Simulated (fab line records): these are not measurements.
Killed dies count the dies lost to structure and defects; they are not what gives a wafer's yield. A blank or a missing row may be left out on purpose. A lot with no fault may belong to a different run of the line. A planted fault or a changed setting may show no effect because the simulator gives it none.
fab line records | flow nandHarc
record: lots: 5 wafers: 15 lastDay: 34
route steps=1302 shown A_CHANNEL_FILL_D2@615 END@1302
lots that met no fault: taken from a fault-free run of the same line
startH: hours from the record's first day to the start of the lot's first wafer shown | waitH: how many hours have passed since the lot's step before this one | " identical to the entry in the row above | L1.1+2: several wafers, shown together as one row | - no value, or no start given | * or withheld: withheld | < > ~ a bound
route shown NAME@n: names a module that has steps shown in the file, with the first one's number in the route | usual: mean and standard deviation over wafers with no fault | same: alike in all rows | chamber/n: place in a boat | sites: the reading at each site | _std_site: the values' standard deviation | _edge_site: inner sites' mean taken away from outer sites' mean | radiusMm: for every site, how far away it sits from the centre of the wafer | mask NAME#n: copy n | behind: the tool/chamber that last shaped the wafer | hold: cause of the lot's hold/its duration in hours/its outcome | device: the transistor (n, p or np) that didn't switch | end of line: the same wafers' tests at the end of the route | a step with no rows: only its recipe | killed: count of dies lost to structure and defects at first sort (not the wafer's yield) | map: per-die view of a wafer (x killed, . not killed, _ where there is no die)
set.NAME: the setting the step ran with; set.NAME@STEP: the setting that earlier step ran with | model.NAME: the simulator's own value behind a step, which no gauge read
lots at some steps of the route; a table a step, a row a wafer
services: the hour from which a tool's chamber was out of use, counted from the record's first day as startH (under 0 if before that day), plus the number of hours and why
== steps ==
step: NHARC_A_CHANNEL_FILL_D2_ALD_15
recipe: targetThkA: 20 pulseTimeS: 60 aldCycles: 19 tempC: 630 pressureTorr: 2 material: SiNx
step: NHARC_A_CHANNEL_FILL_D2_ALD_16
recipe: targetThkA: 15 pulseTimeS: 10 aldCycles: 15 tempC: 300 material: SiO2
usual: aldCycles: 15/0 heaterPowerOuterW: 267/36 heaterPowerW: 482/51 precursorPulseHeightRel: 1.000/0.019 susceptorTempC: 300.02/0.19
same: pulseTimeS: 10
columns lot.wafer tool chamber startH waitH aldCycles heaterPowerOuterW heaterPowerW precursorPulseHeightRel susceptorTempC
L109.1 aldHk-04 3 357.75 0.2 15 277 486 1.011 299.85
L109.3 " 0 " " 15 206 400 1.017 300.02
L109.5 " 3 " " 15 265 487 1.016 299.78
L112.4 aldHk-04 0 391.87 3.1 15 207 404 1.001 299.95
L112.2 " 1 " " 15 252 490 0.979 300.41
L112.6 " 0 " " 15 204 402 1.000 300.00
L114.1 aldHk-03 0 430.73 0.0 15 275 509 1.019 299.91
L114.3 " 1 " " 15 257 451 1.028 300.12
L114.5 " 1 " " 15 254 462 0.975 300.48
L124.2 aldHk-04 3 512.21 0.0 15 281 490 0.963 299.94
L124.4 " 0 " " 15 211 417 0.993 299.63
L124.1 " 1 " " 15 258 482 0.961 300.14
L125.4 aldHk-02 2 541.15 0.1 15 326 586 1.004 299.95
L125.3 " 3 " " 15 291 530 0.992 299.99
L125.5 " 1 " " 15 281 494 1.003 300.23
step: NHARC_A_CHANNEL_FILL_D2_ANNEAL_17
recipe: tempC: 850 timeS: 1800
step: NHARC_A_CHANNEL_FILL_D2_CVD_18
recipe: targetThkA: 30 tempC: 550 material: poly-Si
step: NHARC_A_CHANNEL_FILL_D2_ETCHBACK_19
recipe: targetDepthA: 50 timeS: 1.7 hbrFlowSccm: 150 cl2FlowSccm: 50 rfW: 400 icpW: 400 biasW: 100 chemistry: HBr/Cl2
usual: drypumpMotorCurrentA: 5.8/0.51 oesProductAu: 1.001/0.0087 throttleValvePct: 26.405/0.0088
columns lot.wafer tool chamber startH waitH drypumpMotorCurrentA oesProductAu rfHoursCounterH throttleValvePct
L109.1 rieSi-03 2 372.08 0.4 5.6 1.006 1.0 26.401
L109.3 " 0 " " 6.5 0.993 1.0 26.417
L109.5 " 2 " " 5.6 1.006 - 26.405
L112.4 rieSi-02 2 403.31 0.4 4.8 1.005 0.7 26.410
L112.2 " 1 " " 5.6 1.015 0.7 26.395
L112.6 " 3 " " 5.9 0.997 - 26.402
L114.3 rieSi-02 0 442.67 0.4 6.3 0.996 0.8 26.395
L114.1 " 1 " " 5.5 1.000 0.9 26.419
L114.5 " 2 " " 4.9 1.002 - 26.418
L124.2 rieSi-01 1 524.23 0.4 5.8 1.011 0.9 26.408
L124.1 " 3 " " 6.4 1.008 1.0 26.397
L124.4 " 1 " " 5.7 1.007 - 26.395
L125.3 rieSi-03 2 552.93 0.4 5.6 1.006 0.9 26.403
L125.4 " 0 " " 6.4 0.995 1.0 26.409
L125.5 " 2 " " 5.6 1.009 - 26.395
step: NHARC_A_CHANNEL_FILL_D2_ETCHBACK_20
recipe: targetDepthA: 270 timeS: 13.5 c4f8FlowSccm: withheld o2FlowSccm: 8 arFlowSccm: withheld rfW: 600 biasW: 1500 chemistry: C4F8/O2/Ar
usual: oesProductAu: 0.985/0.019 rfVppV: 974/4.7
columns lot.wafer tool chamber startH waitH oesProductAu rfHoursCounterH rfVppV
L109.3 rieDiel-05 3 372.21 - 0.992 3 984
L109.1 " 1 " " 1.011 3 969
L109.5 " 3 " " 0.996 - 985
L112.2 rieDiel-05 0 403.44 - 1.001 5 970
L112.4 " 3 " " 1.004 5 986
L112.6 " 1 " " 0.990 - 968
L114.3 rieDiel-02 2 442.79 - 1.004 0 969
L114.1 " 3 " " 0.992 1 977
L114.5 " 1 " " 1.000 - 973
L124.1 rieDiel-01 1 524.38 - 1.012 24 980
L124.2 " 2 " " 0.987 24 972
L124.4 " 0 " " 1.008 21 973
L125.4 rieDiel-02 3 553.07 - 0.961 4 974
L125.3 " 1 " " 0.955 4 973
L125.5 " 2 " " 0.979 - 970
step: NHARC_A_CHANNEL_FILL_D2_STRIP_28
recipe: timeS: 20 o2FlowSccm: 500 arFlowSccm: 0 biasW: 0 chemistry: O2
usual: drypumpMotorCurrentA: 5.7/0.42 oesProductAu: 0.997/0.0087 rfVppV: 57.5/0.83 showerheadPlenumPTorr: 3.43/0.12 throttleValvePct: 17.037/0.0096
columns lot.wafer tool chamber startH waitH drypumpMotorCurrentA oesProductAu rfHoursCounterH rfVppV showerheadPlenumPTorr throttleValvePct
L109.3 rieDiel-05 3 372.36 0.1 5.0 0.991 3 57.9 3.69 17.042
L109.1 " 0 " " 6.4 0.990 3 57.2 3.31 17.033
L109.5 " 0 " " 6.4 0.992 - 57.9 3.31 17.015
L112.4 rieDiel-05 2 403.53 0.1 5.9 1.016 4 56.6 3.57 17.021
L112.2 " 1 " " 5.6 1.001 4 58.0 3.30 17.047
L112.6 " 3 " " 5.1 0.999 - 58.5 3.69 17.021
L114.3 rieDiel-02 3 442.86 0.1 5.3 0.989 1 56.5 3.49 17.045
L114.1 " 2 " " 6.4 1.008 0 56.9 3.31 17.035
L114.5 " 3 " " 5.3 0.995 - 58.6 3.49 17.049
L124.2 rieDiel-01 1 524.48 0.1 6.3 0.997 24 59.5 3.55 17.024
L124.4 " 2 " " 5.9 0.990 24 57.9 3.37 17.050
L124.1 " 0 " " 5.6 0.997 21 57.3 3.42 17.055
L125.4 rieDiel-02 2 553.16 0.1 6.4 1.003 4 57.0 3.31 17.035
L125.3 " 3 " " 5.3 0.999 4 56.9 3.49 17.049
L125.5 " 0 " " 5.7 0.992 - 57.5 3.37 17.025
step: NHARC_A_CHANNEL_FILL_D2_PRECLEAN_21
recipe: timeS: 30 chemistry: dHF
step: NHARC_A_CHANNEL_FILL_D2_SRD_23
step: NHARC_A_CHANNEL_FILL_D2_CVD_05
recipe: targetThkA: 50 tempC: 550 material: poly-Si
step: NHARC_A_CHANNEL_FILL_D2_ANNEAL_22
recipe: tempC: 620 timeS: 7200
step: NHARC_A_CHANNEL_FILL_D2_THK_MEAS_06
recipe: thkMeasGauge: ellipsometry
usual: thkNm: 4.8/0.96
columns lot.wafer tool chamber startH waitH thkNm
L109.1 filmMetro-02 - 388.16 4.5 5.8
L109.3 " - " " 3.3
L109.5 " - " " 4.7
L112.2 filmMetro-02 - 414.74 0.4 3.9
L112.4 " - " " 3.6
L112.6 " - " " 3.3
L114.1 filmMetro-02 - 454.62 0.4 4.5
L114.3 " - " " 5.6
L114.5 " - " " 4.6
L124.1 filmMetro-01 - 535.71 0.4 5.1
L124.2 " - " " 3.4
L124.4 " - " " 3.5
L125.3 filmMetro-01 - 564.51 0.4 4.7
L125.4 " - " " 5.4
L125.5 " - " " 6.0
step: NHARC_A_CHANNEL_FILL_D2_ALD_25
recipe: targetThkA: 600 pulseTimeS: 10 aldCycles: 600 tempC: 300 material: SiOx
usual: aldCycles: 600/0 heaterPowerOuterW: 269/34 heaterPowerW: 483/44 precursorPulseHeightRel: 1.001/0.018 susceptorTempC: 299.98/0.19
same: pulseTimeS: 10
columns lot.wafer tool chamber startH waitH aldCycles heaterPowerOuterW heaterPowerW precursorPulseHeightRel susceptorTempC
L109.1 aldHk-04 3 388.83 0.7 600 274 496 1.046 299.81
L109.3 " 0 " " 600 211 407 1.020 300.14
L109.5 " 2 390.66 2.5 600 288 523 0.984 299.71
L112.2 aldHk-03 2 415.39 0.7 600 320 541 1.012 -
L112.4 " 3 " " 600 249 445 1.016 -
L112.6 " 1 417.21 2.5 600 254 452 0.996 -
L114.1 aldHk-03 2 455.29 0.7 600 321 542 0.998 300.02
L114.3 " 0 456.52 1.9 706 271 513 1.005 299.72
L114.5 " 1 " " 600 255 438 1.009 299.91
L124.4 aldHk-04 1 536.39 0.7 600 261 480 0.995 300.10
L124.1 " 2 " " 600 266 468 1.007 300.09
L124.2 " 3 " " 600 281 494 0.985 300.26
L125.4 aldHk-04 1 565.17 0.7 600 254 491 0.985 299.74
L125.3 " 2 " " 600 272 473 0.998 300.06
L125.5 " 0 566.99 2.5 600 214 412 1.017 299.94
step: NHARC_A_CHANNEL_FILL_D2_ETCHBACK_08
recipe: targetDepthA: 2200 timeS: 110 c4f8FlowSccm: 20 arFlowSccm: withheld rfW: 600 biasW: 300 chemistry: C4F8
usual: oesProductAu: 0.97/0.032 rfVppV: 439.3/2.7
columns lot.wafer tool chamber startH waitH oesProductAu rfHoursCounterH rfVppV
L109.3 rieDiel-01 2 - - 1.00 0.1 439.3
L109.1 " 0 " " 1.01 0.1 439.0
L109.5 " 2 " " 0.99 - 439.5
L112.2 rieDiel-05 1 - - 1.00 0.0 436.9
L112.4 " 3 " " 0.98 0.0 443.2
L112.6 " 1 " " 1.00 - 437.9
L114.1 rieDiel-05 0 - - 1.00 0.7 436.9
L114.3 " 2 " " 1.00 1.1 441.4
L114.5 " 1 " " 1.00 - 439.1
L124.1 rieDiel-02 1 - - 0.99 3.3 436.7
L124.2 " 2 " " 1.00 3.1 435.4
L124.4 " 3 " " 0.99 3.2 441.6
L125.4 rieDiel-05 1 - - 0.99 4.0 436.0
L125.3 " 2 " " 0.99 4.7 442.3
L125.5 " 0 " " 0.98 - 437.1
step: NHARC_END_SORT_01
recipe: tempC: 25
usual: killedAtArray: 57/17 killedAtOther: 0.5/0.82 killedAtPeriphery: 4.0/2.8 killedDies: 61/18 killedOpen: 2.9/2 killedShort: 2.3/1.7
same: grossDies: 677
columns lot.wafer tool chamber startH waitH killedAtArray killedAtOther killedAtPeriphery killedDies killedOpen killedShort
L109.1 prober-01 0 606.80 2.5 61 1 4 66 1 3
L109.3 prober-01 0 608.40 3.1 41 1 4 46 1 5
L109.5 prober-01 0 610.00 3.7 48 0 4 52 0 0
L112.2 prober-02 0 646.64 2.8 63 0 4 67 5 2
L112.4 prober-02 0 648.24 3.4 46 1 1 48 4 3
L112.6 prober-02 0 649.84 4.0 47 2 0 49 2 3
L114.1 prober-01 0 701.31 2.5 93 0 2 95 1 2
L114.3 prober-01 0 702.90 3.1 72 0 1 73 2 8
L114.5 prober-01 0 704.49 3.7 81 0 0 81 1 2
L124.1 prober-01 0 772.53 2.5 43 0 1 44 1 2
L124.2 prober-01 0 773.35 2.8 47 1 5 53 0 2
L124.4 prober-01 0 774.98 3.5 56 0 0 56 2 0
L125.3 prober-02 0 804.81 3.1 64 1 5 70 3 4
L125.4 prober-02 0 805.62 3.4 60 0 3 63 0 4
L125.5 prober-02 0 806.43 3.7 73 0 4 77 3 1
killed by level:class
L109.1 A_SLIT:chamberFilmFlake=24 A_CONTACT:chamberFilmFlake=15 A_CHANNEL_HOLE_D2:chamberFilmFlake=10 A_CHANNEL_HOLE_D1:chamberFilmFlake=3 A_WL_FILL:chamberFilmFlake=3 P_ZERO_WELL:chamberFilmFlake=2 P_M0:geometricParticle:open=1 A_ONON_D2:geometricParticle:short=1
L109.3 A_SLIT:chamberFilmFlake=22 A_CHANNEL_HOLE_D2:chamberFilmFlake=6 A_STAIRCASE:chamberFilmFlake=3 P_M2:chamberFilmFlake=2 A_CONTACT:chamberFilmFlake=2 P_CONTACT:geometricParticle:short=1 A_ONON_D1:geometricParticle:short=1 A_CHANNEL_FILL_D1:geometricParticle:short=1
L109.5 A_SLIT:chamberFilmFlake=27 A_CONTACT:chamberFilmFlake=10 A_CHANNEL_HOLE_D2:chamberFilmFlake=5 P_M2:chamberFilmFlake=3 A_CHANNEL_FILL_D2:chamberFilmFlake=2 A_WL_FILL:chamberFilmFlake=2 P_ZERO_WELL:chamberFilmFlake=1 A_CHANNEL_HOLE_D1:chamberFilmFlake=1
L112.2 A_CHANNEL_HOLE_D1:chamberFilmFlake=26 A_CHANNEL_HOLE_D2:chamberFilmFlake=17 A_CONTACT:chamberFilmFlake=5 A_ZERO_WELL:chamberFilmFlake=2 A_WL_FILL:chamberFilmFlake=2 A_CHANNEL_FILL_D1:chamberFilmFlake=2 A_CHANNEL_FILL_D2:chamberFilmFlake=2 P_M1:geometricParticle:open=1
L112.4 A_CHANNEL_HOLE_D1:chamberFilmFlake=17 A_CHANNEL_HOLE_D2:chamberFilmFlake=14 A_CONTACT:chamberFilmFlake=3 A_WL_FILL:chamberFilmFlake=2 P_M1:geometricParticle:short=1 A_SOURCE_PLATE:geometricParticle:open=1 A_CHANNEL_FILL_D1:geometricParticle:short=1 A_DECK1_JOINT:geometricParticle:open=1
L112.6 A_CHANNEL_HOLE_D1:chamberFilmFlake=14 A_CHANNEL_HOLE_D2:chamberFilmFlake=12 A_CONTACT:chamberFilmFlake=10 A_CHANNEL_FILL_D1:chamberFilmFlake=2 THIN_TSV:chamberFilmFlake=2 A_ONON_D1:geometricParticle:short=1 A_CHANNEL_HOLE_D1:geometricParticle:short=1 A_DECK1_JOINT:geometricParticle:short=1
L114.1 A_SLIT:chamberFilmFlake=39 A_CHANNEL_HOLE_D1:chamberFilmFlake=36 A_CONTACT:chamberFilmFlake=7 A_STAIRCASE:chamberFilmFlake=5 P_GATE:chamberFilmFlake=2 A_DECK1_JOINT:chamberFilmFlake=2 A_CHANNEL_FILL_D1:geometricParticle:short=1 A_CHANNEL_FILL_D2:geometricParticle:open=1
L114.3 A_SLIT:chamberFilmFlake=29 A_CHANNEL_HOLE_D1:chamberFilmFlake=16 A_CONTACT:chamberFilmFlake=8 A_STAIRCASE:chamberFilmFlake=6 A_DECK1_JOINT:geometricParticle:short=3 A_CHANNEL_FILL_D2:geometricParticle:short=2 A_CHANNEL_FILL_D1:chamberFilmFlake=2 P_M0:geometricParticle:short=1
L114.5 A_SLIT:chamberFilmFlake=35 A_CHANNEL_HOLE_D1:chamberFilmFlake=30 A_CONTACT:chamberFilmFlake=8 A_STAIRCASE:chamberFilmFlake=5 A_ONON_D1:geometricParticle:short=1 A_CHANNEL_FILL_D1:geometricParticle:short=1 A_M1:geometricParticle:open=1
L124.1 A_SLIT:chamberFilmFlake=28 A_CHANNEL_HOLE_D1:chamberFilmFlake=7 A_CHANNEL_HOLE_D2:chamberFilmFlake=3 P_CONTACT:geometricParticle:open=1 A_CHANNEL_HOLE_D1:geometricParticle:short=1 A_WL_FILL:geometricParticle:short=1 A_ZERO_WELL:chamberFilmFlake=1 A_STAIRCASE:chamberFilmFlake=1
L124.2 A_SLIT:chamberFilmFlake=27 A_CHANNEL_HOLE_D1:chamberFilmFlake=8 A_CHANNEL_HOLE_D2:chamberFilmFlake=3 A_STAIRCASE:chamberFilmFlake=3 P_ZERO_WELL:chamberFilmFlake=2 A_CHANNEL_FILL_D1:chamberFilmFlake=2 A_CONTACT:chamberFilmFlake=2 P_M2:geometricParticle:short=1
L124.4 A_SLIT:chamberFilmFlake=27 A_CHANNEL_HOLE_D1:chamberFilmFlake=17 A_STAIRCASE:chamberFilmFlake=4 A_CHANNEL_HOLE_D2:chamberFilmFlake=2 A_CONTACT:chamberFilmFlake=2 A_CHANNEL_FILL_D1:geometricParticle:open=1 A_M0:geometricParticle:open=1 A_CHANNEL_FILL_D1:chamberFilmFlake=1
L125.3 A_CHANNEL_HOLE_D2:chamberFilmFlake=25 A_SLIT:chamberFilmFlake=18 A_CHANNEL_HOLE_D1:chamberFilmFlake=11 P_CONTACT:chamberFilmFlake=4 A_STAIRCASE:chamberFilmFlake=3 A_CONTACT:geometricParticle:open=2 P_M1:geometricParticle:short=1 A_CHANNEL_FILL_D1:geometricParticle:short=1
L125.4 A_SLIT:chamberFilmFlake=22 A_CHANNEL_HOLE_D2:chamberFilmFlake=17 A_CHANNEL_HOLE_D1:chamberFilmFlake=10 A_STAIRCASE:chamberFilmFlake=3 A_M0:geometricParticle:short=2 P_CONTACT:chamberFilmFlake=2 A_CONTACT:chamberFilmFlake=2 A_CHANNEL_FILL_D1:geometricParticle:short=1
L125.5 A_CHANNEL_HOLE_D2:chamberFilmFlake=26 A_SLIT:chamberFilmFlake=19 A_CHANNEL_HOLE_D1:chamberFilmFlake=16 A_WL_FILL:chamberFilmFlake=4 P_CONTACT:chamberFilmFlake=3 A_STAIRCASE:chamberFilmFlake=3 A_CHANNEL_FILL_D1:geometricParticle:open=1 A_SGD_CUT:geometricParticle:open=1
== services ==
columns tool chamber startH hours kind
rieDiel-05 1 336.31 4.2 repair
aldHk-02 - 348.47 10.0 pm
rieDiel-01 1 353.70 9.3 repair
rieSi-02 0 366.11 13.0 repair
rieDiel-02 3 367.00 4.6 repair
rieSi-01 - 370.00 9.0 pm
rieDiel-05 2 371.61 6.5 repair
rieDiel-01 - 381.77 9.0 pm
rieSi-01 0 387.92 4.6 repair
rieDiel-02 - 393.74 9.0 pm
rieSi-03 1 394.65 13.8 repair
rieSi-03 - 398.00 9.0 pm
rieDiel-05 - 406.60 9.0 pm
rieSi-02 - 407.22 0.6 repair
rieSi-02 - 443.31 0.2 repair
rieSi-02 - 454.00 9.0 pm
rieDiel-02 3 454.89 4.2 repair
rieDiel-05 1 465.23 14.9 repair
rieDiel-01 - 472.42 0.3 repair
aldHk-04 - 474.15 0.9 repair
rieDiel-02 0 497.90 3.0 repair
rieDiel-01 1 517.85 3.1 repair
rieSi-02 3 533.81 5.3 repair
rieDiel-01 - 558.77 9.0 pm
== key ==
firstSign: step: NHARC_A_CHANNEL_FILL_D2_ALD_25 reading: aldCycles direction: up sigmas: 99+ usual: 600 struck: 706
effect none on later readings
metAt NHARC_A_CHANNEL_FILL_D2_ALD_25
struckWafers L114.3
testerLeftOut L114
fault: kind: processParameterDrift tool: aldHk-03 chamber: 0 onsetH: 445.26 steps: NHARC_A_CHANNEL_FILL_D2_ALD_25 channel: aldCycles offset: 106 shape: step endH: 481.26 actsIn: theseRecipesOnly stated: 600
testerLeftOut: of these lots the tester's yield and bins aren't shown, on N5 and GAA mostly nor the transistor test; their killed dies are dies lost to structure and defects alone, not to doping, threshold or leakage, so they don't give the yield
